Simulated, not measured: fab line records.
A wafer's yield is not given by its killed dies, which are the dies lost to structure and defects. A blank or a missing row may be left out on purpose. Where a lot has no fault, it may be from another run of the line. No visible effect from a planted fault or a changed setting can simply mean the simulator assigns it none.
fab line records | flow n5Finfet
[record] lots = 12 wafers = 36 lastDay = 19
route steps=1938 shown MOL_CONTACT_COAG@610 MIM_BOT_LITHO@1863 PASSIVATION@1926
lots that met no fault: taken from a fault-free run of the same line
startH: the number of hours between the record's first day and the start of the first shown wafer of the lot | waitH: how many hours have passed since the lot's step before this one | " repeats the value in the row above | L1.1+2: a row that stands for several wafers | - no value present, or no start provided | * or withheld: withheld | < > ~ a bound
route shown NAME@n: names a module that has steps shown in the file, with the first one's number in the route | usual: mean and standard deviation over wafers with no fault | same: alike in all rows | chamber/n: place in a boat | sites: the reading at each site | _std_site: how widely they spread, as a standard deviation | _edge_site: mean of outer sites minus mean of inner sites | radiusMm: how far each site lies from the wafer's centre | mask NAME#n: copy n | behind: the tool/chamber that last shaped the wafer | hold: what put the lot on hold/how long, in hours/how the hold closed | device: the n, p or np transistor that did not switch | end of line: the tests these same wafers got at the end of their route | a step with no rows: only its recipe | killed: dies lost to structure and defects at the first sort, not the wafer's yield | map: a wafer's dies, x killed, . not, _ none there
set.NAME: the setting as run; set.NAME@STEP: as run at that earlier step | model.NAME: the simulator's own value behind a step, which no gauge read
steps of the route over a sample of lots; a table a step, a row a wafer
services: a tool's chamber out of use, with start hour (startH, from the record's first day; less than 0 if before it), hours out, and reason
[[steps]]
[step N5_MOL_CONTACT_COAG_ETCH_67]
[recipe] chemistry = N2/H2 target = SOC targetDepthA = 600 overetchA = 210 maskMaterial = SiARC tempC = 40 timeS = 101.2 ionEnergyEv = 200 pressureMtorr = 30 sourceW = 840 biasW = 150 n2FlowSccm = 200 h2FlowSccm = 200
[usual] chamberPressureMTorr = 30.002/0.027 drypumpMotorCurrentA = 5.6/0.39 h2FlowSccm = 200.0/0.6 oesProductAu = 0.67/0.08 rfVppV = 525.3/2.4 showerheadPlenumPTorr = 2.59/0.078 tempC = 39.99/0.11 throttleValvePct = 17.6/0.31
// columns lot.wafer tool chamber startH waitH chamberPressureMTorr drypumpMotorCurrentA h2FlowSccm oesProductAu rfHoursCounterH rfVppV showerheadPlenumPTorr tempC throttleValvePct
L998.2 rieDiel-06 3 99.92 0.0 29.970 5.0 199.4 0.61 177 519.2 2.42 40.05 17.6
L998.4 " 0 " " 30.000 5.2 198.9 0.60 238 525.7 2.59 39.95 17.4
L998.6 " 2 " " 30.000 5.6 200.5 0.59 - 526.4 2.63 39.90 17.8
L999.2 rieDiel-04 2 107.89 0.0 30.011 6.0 200.3 0.62 175 523.2 2.52 39.97 17.9
L999.4 " 3 " " 29.982 5.5 199.9 0.58 - 525.6 2.59 39.88 17.7
L999.5 " 2 " " 29.980 5.9 199.8 0.63 - 523.1 2.52 40.01 17.8
L101.1 rieDiel-04 1 118.72 0.0 30.035 6.2 199.2 0.63 175 526.7 2.64 40.08 18.1
L101.5 " 2 " " 29.979 5.9 199.2 0.63 - 523.5 2.52 39.83 17.9
L101.6 " 3 " " 30.062 5.5 199.0 0.57 - 524.1 2.59 39.84 17.7
L102.1 rieDiel-01 3 125.86 0.0 29.944 5.3 200.0 0.74 28 526.5 2.59 39.97 17.5
L102.4 " 1 " " 30.019 5.3 199.9 0.63 185 525.9 2.62 40.21 17.9
L102.5 " 1 " " 30.013 5.3 199.8 0.63 - 527.1 2.62 40.07 17.9
L105.2 rieDiel-04 1 142.67 0.0 29.997 6.2 201.1 0.62 184 527.3 2.63 39.96 18.1
L105.3 " 2 " " 30.047 5.9 199.3 0.62 189 524.7 2.51 40.08 17.9
L105.4 " 2 " " 29.997 6.0 200.1 0.62 - 524.5 2.51 40.10 17.9
L106.3 rieDiel-06 1 152.68 0.0 30.041 5.5 199.9 0.70 67 526.2 2.57 40.00 17.8
L106.5 " 2 " " 30.009 5.6 199.1 0.57 - 525.1 2.62 40.00 17.8
L106.6 " 1 " " 29.976 5.6 200.0 0.69 - 525.2 2.57 39.84 17.8
L107.1 rieDiel-04 0 155.71 0.0 29.975 6.1 199.6 0.79 18 524.1 2.60 40.04 17.3
L107.3 " 3 " " 29.987 5.5 200.1 0.81 1 525.5 2.59 39.95 17.2
L107.5 " 1 " " 30.006 6.2 200.5 0.62 - 525.2 2.63 39.96 18.1
L108.3 rieDiel-04 2 167.90 0.0 30.005 5.9 199.5 0.61 196 522.1 2.51 39.96 17.9
L108.5 " 1 " " 29.991 6.2 199.7 0.61 - 528.0 2.63 39.83 18.1
L108.6 " 0 " " 29.998 6.1 200.2 0.78 - 524.7 2.59 39.97 17.4
L110.2 rieDiel-04 1 176.78 0.0 30.007 6.2 200.4 0.61 198 525.9 2.63 40.15 18.1
L110.3 " 2 " " 29.978 5.9 200.9 0.61 200 522.7 2.51 40.08 17.9
L110.5 " 3 " " 30.049 5.5 199.4 0.77 - 525.5 2.58 40.08 17.2
L116.3 rieDiel-06 0 208.67 0.0 30.028 5.2 200.3 0.77 14 523.6 2.58 40.06 17.0
L116.4 " 0 " " 30.027 5.2 200.5 0.78 - 524.7 2.58 40.07 17.0
L116.5 " 1 " " 30.017 5.6 199.2 0.67 - 524.2 2.56 39.87 17.8
L118.1 rieDiel-06 3 219.76 0.0 29.966 4.9 199.8 0.58 218 519.5 2.40 40.02 17.7
L118.2 " 0 " " 29.999 5.2 199.9 0.77 19 525.2 2.57 40.12 17.0
L118.6 " 0 " " 29.995 5.2 200.0 0.77 - 525.4 2.57 39.98 17.0
L119.2 rieDiel-06 3 225.05 0.0 30.009 4.9 200.4 0.59 221 520.6 2.40 39.91 17.7
L119.3 " 3 " " 30.003 4.9 200.3 0.58 - 519.8 2.40 39.94 17.7
L119.6 " 3 " " 30.006 4.9 200.1 0.58 - 520.4 2.40 39.82 17.7
[step N5_MIM_BOT_LITHO_OVL_MEAS_11]
[recipe] pointsPerWafer = 44
[usual] MIM_BOT_OVL = -1/4.9
// columns lot.wafer tool chamber startH waitH MIM_BOT_OVL[nm]
L998.2 overlay-02 0 284.79 0.0 0
L998.4 " 0 " " 1
L998.6 " 0 " " -2
L999.2 overlay-01 0 284.95 0.0 -1
L999.4 " 0 " " 2
L999.5 " 0 " " -4
L102.1 overlay-01 0 305.86 0.0 -1
L102.4 " 0 " " -6
L102.5 " 0 " " 2
L101.1 overlay-02 0 311.45 0.0 -3
L101.5 " 0 " " 7
L101.6 " 0 " " 10
L105.2 overlay-01 0 337.76 0.0 1
L105.3 " 0 " " 3
L105.4 " 0 " " 8
L106.3 overlay-02 0 347.97 0.0 2
L106.5 " 0 " " 0
L106.6 " 0 " " 0
L107.1 overlay-01 0 369.93 0.0 3
L107.3 " 0 " " 1
L107.5 " 0 " " -1
L108.3 overlay-02 0 387.48 0.0 -1
L108.5 " 0 " " -6
L108.6 " 0 " " -4
L110.2 overlay-01 0 395.63 0.0 4
L110.3 " 0 " " 2
L110.5 " 0 " " 7
L116.3 overlay-02 0 411.42 0.0 9
L116.4 " 0 " " 4
L116.5 " 0 " " 3
L118.1 overlay-02 0 415.49 0.0 2
L118.2 " 0 " " 7
L118.6 " 0 " " 7
L119.2 overlay-02 0 442.41 0.0 -6
L119.3 " 0 " " 2
L119.6 " 0 " " 2
[step N5_PASSIVATION_OVL_MEAS_66]
[recipe] pointsPerWafer = 44
[usual] PASS_OPEN_OVL = -1/6
// columns lot.wafer tool chamber startH waitH PASS_OPEN_OVL[nm]
L998.2 overlay-02 0 290.78 0.0 7
L998.4 " 0 " " -1
L998.6 " 0 " " -3
L999.2 overlay-01 0 290.91 0.0 1
L999.4 " 0 " " 6
L999.5 " 0 " " -7
L102.1 overlay-02 0 312.55 0.0 -9
L102.4 " 0 " " 2
L102.5 " 0 " " -1
L101.1 overlay-01 0 319.48 0.0 -9
L101.5 " 0 " " -8
L101.6 " 0 " " -10
L105.2 overlay-02 0 342.93 0.0 -3
L105.3 " 0 " " -1
L105.4 " 0 " " -4
L106.3 overlay-02 0 353.51 0.0 1
L106.5 " 0 " " 1
L106.6 " 0 " " 5
L107.1 overlay-01 0 374.96 0.0 -2
L107.3 " 0 " " -4
L107.5 " 0 " " 0
L108.3 overlay-01 0 394.02 0.0 -2
L108.5 " 0 " " -2
L108.6 " 0 " " 7
L110.2 overlay-01 0 401.30 0.0 -14
L110.3 " 0 " " -8
L110.5 " 0 " " -6
L116.3 overlay-01 0 418.96 0.0 8
L116.4 " 0 " " 1
L116.5 " 0 " " 9
L118.1 overlay-01 0 421.04 0.0 6
L118.2 " 0 " " 8
L118.6 " 0 " " 4
L119.2 overlay-01 0 447.16 0.0 -4
L119.3 " 0 " " 4
L119.6 " 0 " " -2
[step N5_PASSIVATION_PROBE_49]
[usual] defectLimitedYield = 91.3/1.4 killed_at_M0_to_M3 = 34/10 killed_at_M4_up = 14/5.5 killedAtContacts = 12/6 killedAtFrontEnd = 40/10 killedAtOther = 3.0/2.4 killedDies = 103/17 killedOnRim = 13/4.3 killedOpen = 68/13 killedShort = 34/7.8 sort_bin_5_function = 5.1/0.97 sort_bin_6_memory = 3.3/0.66 sortNPass = 1077/17 sortYieldPct = 91.2/1.4
[same] grossDies = 1180 killedAtBackSide = 0 sort_bin_4_leakage[%] = 0 sort_bin_8_speed[%] = 0
// columns lot.wafer tool chamber startH waitH defectLimitedYield[%] killed_at_M0_to_M3 killed_at_M4_up killedAtContacts killedAtFrontEnd killedAtOther killedDies killedOnRim killedOpen killedShort sort_bin_5_function[%] sort_bin_6_memory[%] sortNPass sortYieldPct[%]
L999.2 prober-02 - 294.87 0.1 92.0 26 7 14 44 3 94 15 67 26 4.5 3.3 1086 92.0
L999.4 prober-02 - 294.97 0.2 90.7 49 9 11 36 5 110 14 70 38 4.7 4.2 1070 90.7
L999.5 prober-02 - 295.02 0.2 91.2 46 7 11 40 0 104 16 63 40 5.3 3.3 1076 91.2
L102.1 prober-01 - 315.66 0.0 91.7 40 8 17 30 3 98 12 71 27 4.7 3.6 1082 91.7
L102.4 prober-01 - 315.81 0.2 87.3 66 17 16 46 5 150 27 101 49 7.8 4.7 1030 87.3
L102.5 prober-01 - 315.86 0.2 88.6 59 25 17 30 3 134 19 91 42 8.1 3.0 1046 88.6
L101.1 prober-02 - 323.36 0.4 92.3 26 31 9 25 0 91 15 57 32 3.6 3.6 1089 92.3
L101.5 prober-02 - 323.56 0.6 89.7 45 9 12 50 6 122 15 85 37 5.9 4.3 1058 89.7
L101.6 prober-02 - 323.61 0.7 88.7 39 20 6 65 3 133 11 86 45 6.3 4.4 1047 88.7
L108.3 prober-01 - 397.44 0.1 85.4 24 15 99 30 4 172 26 47 29 9.3 3.3 1008 85.4
L108.5 prober-01 - 397.54 0.2 83.9 22 13 96 56 3 190 32 70 26 10.5 3.6 990 83.9
L108.6 prober-01 - 397.59 0.3 83.0 18 12 119 47 5 201 21 51 39 10.8 3.4 979 83.0
L110.2 prober-02 - 404.46 0.1 85.5 30 13 94 32 2 171 24 54 26 10.1 2.5 1009 85.5
L110.3 prober-02 - 404.51 0.1 84.4 25 6 113 40 0 184 28 59 27 9.1 4.2 996 84.4
L110.5 prober-02 - 404.61 0.2 83.3 41 16 105 34 1 197 26 75 25 9.4 4.8 983 83.3
L116.4 prober-01 - 422.22 0.2 90.1 33 12 22 49 1 117 10 83 32 5.8 3.8 1063 90.1
L116.5 prober-01 - 422.27 0.2 91.8 33 10 11 30 13 97 6 68 29 5.0 3.1 1083 91.8
// killed by level:class
L999.2 FIN_SAQP:geometricParticle:open=12 BEOL_M0_SAQP:geometricParticle:open=11 STI_FIN_REVEAL:geometricParticle:open=10 MOL_CONTACT_COAG:geometricParticle:open=10 FIN_SAQP:geometricParticle:short=6 BEOL_M3:geometricParticle:open=6 MOL_CONTACT_COAG:geometricParticle:short=4 BEOL_M0_SAQP:geometricParticle:short=4
L999.4 BEOL_M0_SAQP:geometricParticle:open=14 BEOL_M0_SAQP:geometricParticle:short=13 FIN_SAQP:geometricParticle:open=8 MOL_CONTACT_COAG:geometricParticle:open=8 FIN_SAQP:geometricParticle:short=8 BEOL_M1:geometricParticle:open=6 BEOL_M2:geometricParticle:open=6 ILD0:geometricParticle:open=5
L999.5 BEOL_M3:geometricParticle:open=15 FIN_SAQP:geometricParticle:short=12 FIN_SAQP:geometricParticle:open=8 MOL_CONTACT_COAG:geometricParticle:open=8 BEOL_M0_SAQP:geometricParticle:open=8 BEOL_M1:geometricParticle:open=7 BEOL_M0_SAQP:geometricParticle:short=6 STI_FIN_REVEAL:geometricParticle:open=4
L102.1 MOL_CONTACT_COAG:geometricParticle:open=13 BEOL_M2:geometricParticle:open=10 BEOL_M1:geometricParticle:open=8 BEOL_M3:geometricParticle:open=7 BEOL_M0_SAQP:geometricParticle:short=5 STI_FIN_REVEAL:geometricParticle:open=4 GATE_CUT:geometricParticle:short=4 BEOL_M3:geometricParticle:short=4
L102.4 BEOL_M0_SAQP:geometricParticle:short=21 STI_FIN_REVEAL:geometricParticle:open=18 BEOL_M2:geometricParticle:open=14 MOL_CONTACT_COAG:geometricParticle:open=10 BEOL_M3:geometricParticle:open=8 MOL_CONTACT_COAG:geometricParticle:short=6 BEOL_M0_SAQP:geometricParticle:open=6 BEOL_M0:geometricParticle:open=6
L102.5 BEOL_M0_SAQP:geometricParticle:open=14 MOL_CONTACT_COAG:geometricParticle:open=13 BEOL_M1:geometricParticle:open=12 BEOL_M0_SAQP:geometricParticle:short=9 BEOL_M3:geometricParticle:open=8 FIN_SAQP:geometricParticle:short=6 BEOL_M2:geometricParticle:open=6 BEOL_M4:geometricParticle:open=6
L101.1 BEOL_M4:geometricParticle:open=12 BEOL_M0:geometricParticle:short=8 BEOL_M5:geometricParticle:open=8 GATE_CUT:geometricParticle:short=7 BEOL_M1:geometricParticle:open=7 MOL_CONTACT_COAG:geometricParticle:open=6 BEOL_M2:geometricParticle:open=5 FIN_SAQP:geometricParticle:short=4
L101.5 STI_FIN_REVEAL:geometricParticle:open=17 BEOL_M2:geometricParticle:open=15 MOL_CONTACT_COAG:geometricParticle:open=10 BEOL_M3:geometricParticle:open=9 FIN_SAQP:geometricParticle:open=8 BEOL_M0:geometricParticle:short=6 FIN_SAQP:geometricParticle:short=5 GATE_CUT:geometricParticle:short=5
L101.6 FIN_SAQP:geometricParticle:open=17 STI_FIN_REVEAL:geometricParticle:open=13 FIN_SAQP:geometricParticle:short=10 BEOL_M3:geometricParticle:open=10 BEOL_M0:geometricParticle:short=7 BEOL_M4:geometricParticle:open=7 GATE_CUT:geometricParticle:short=6 BEOL_M5:geometricParticle:open=6
L108.3 MOL_CONTACT_COAG:unspecified=94 FIN_SAQP:geometricParticle:short=10 BEOL_M3:geometricParticle:open=8 BEOL_M4:geometricParticle:open=6 BEOL_M0_SAQP:geometricParticle:short=5 FIN_SAQP:geometricParticle:open=4 STI_FIN_REVEAL:geometricParticle:open=4 MOL_CONTACT_COAG:geometricParticle:open=4
L108.5 MOL_CONTACT_COAG:unspecified=94 FIN_SAQP:geometricParticle:open=20 STI_FIN_REVEAL:geometricParticle:open=9 FIN_SAQP:geometricParticle:short=8 BEOL_M2:geometricParticle:open=7 BEOL_M1:geometricParticle:open=6 GATE_CUT:geometricParticle:open=4 DUMMY_GATE:geometricParticle:open=4
L108.6 MOL_CONTACT_COAG:unspecified=109 STI_FIN_REVEAL:geometricParticle:open=11 MOL_CONTACT_COAG:geometricParticle:open=8 FIN_SAQP:geometricParticle:short=7 FIN_SAQP:geometricParticle:open=5 FIN_CUT:geometricParticle:short=4 GATE_CUT:geometricParticle:short=4 BEOL_M0_SAQP:geometricParticle:open=4
L110.2 MOL_CONTACT_COAG:unspecified=90 BEOL_M4:geometricParticle:open=10 BEOL_M3:geometricParticle:open=9 FIN_SAQP:geometricParticle:open=8 BEOL_M0_SAQP:geometricParticle:open=7 BEOL_M0_SAQP:geometricParticle:short=6 GATE_CUT:geometricParticle:short=5 FIN_SAQP:geometricParticle:short=4
L110.3 MOL_CONTACT_COAG:unspecified=96 MOL_CONTACT_COAG:geometricParticle:open=12 FIN_SAQP:geometricParticle:open=10 BEOL_M0_SAQP:geometricParticle:open=7 MOL_CONTACT_COAG:geometricParticle:short=5 STI_FIN_REVEAL:geometricParticle:open=4 GATE_CUT:geometricParticle:short=4 BEOL_M0_SAQP:geometricParticle:short=4
L110.5 MOL_CONTACT_COAG:unspecified=96 FIN_SAQP:geometricParticle:open=16 BEOL_M3:geometricParticle:open=13 BEOL_M4:geometricParticle:open=9 BEOL_M0_SAQP:geometricParticle:short=8 MOL_CONTACT_COAG:geometricParticle:open=7 BEOL_M0_SAQP:geometricParticle:open=7 BEOL_M2:geometricParticle:open=5
L116.4 BEOL_M3:geometricParticle:open=17 MOL_CONTACT_COAG:geometricParticle:open=14 DUMMY_GATE:geometricParticle:open=10 STI_FIN_REVEAL:geometricParticle:open=9 GATE_CUT:geometricParticle:short=8 BEOL_M4:geometricParticle:open=7 FIN_SAQP:geometricParticle:open=6 MOL_CONTACT_COAG:geometricParticle:short=6
L116.5 MOL_CONTACT_COAG:geometricParticle:open=10 BEOL_M3:geometricParticle:open=10 BEOL_M1:geometricParticle:open=9 BEOL_M4:geometricParticle:open=7 FIN_SAQP:geometricParticle:short=5 STI_FIN_REVEAL:geometricParticle:open=5 DUMMY_GATE:geometricParticle:open=4 ILD0:geometricParticle:open=4
[[services]]
// columns tool chamber startH hours kind
rieDiel-01 1 88.33 1.7 repair
rieDiel-04 0 98.61 - clean
rieDiel-04 0 98.61 - consumableReplace:focusRing
rieDiel-04 0 98.61 15.3 scheduledDown
rieDiel-04 0 98.61 15.3 ventCycle
rieDiel-01 0 99.46 - clean
rieDiel-01 1 111.49 9.7 repair
rieDiel-04 3 130.10 - clean
rieDiel-04 3 130.10 - consumableReplace:focusRing
rieDiel-04 3 130.10 23.7 scheduledDown
rieDiel-04 3 130.10 23.7 ventCycle
rieDiel-06 0 130.10 4.0 repair
rieDiel-06 0 141.88 - clean
rieDiel-06 0 141.88 - consumableReplace:focusRing
rieDiel-06 0 141.88 33.7 scheduledDown
rieDiel-06 0 141.88 33.7 ventCycle
rieDiel-01 3 156.77 43.4 repair
rieDiel-04 1 171.89 1.4 repair
rieDiel-06 3 181.80 17.0 repair
rieDiel-06 2 198.81 - clean
rieDiel-06 2 198.81 - consumableReplace:focusRing
rieDiel-06 2 198.81 16.9 scheduledDown
rieDiel-06 2 198.81 16.9 ventCycle
rieDiel-01 - 202.64 0.5 repair
[[key]]
[firstSign] step = N5_PASSIVATION_PROBE_49 reading = killedAtContacts direction = up sigmas = 15 usual = 12 struck = 104
[effect] step = N5_PASSIVATION_PROBE_49 reading = killedDies direction = up sigmas = 4.9 usual = 103 struck = 186
[moreKillsBornAt] N5_MOL_CONTACT_COAG_ETCH_67@rieDiel-04 = 579
metAt N5_MOL_CONTACT_COAG_ETCH_67
struckLots L108,L110
notActingAt N5_MIM_BOT_LITHO_OVL_MEAS_11,N5_PASSIVATION_OVL_MEAS_66
onsetBetween 155.71 167.90
[fault] kind = chamberParticleSource tool = rieDiel-04 chamber = - onsetH = 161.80 steps = N5_MOL_CONTACT_COAG_ETCH_67 ratePerVisitCm2 = 0.97665 endH = 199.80
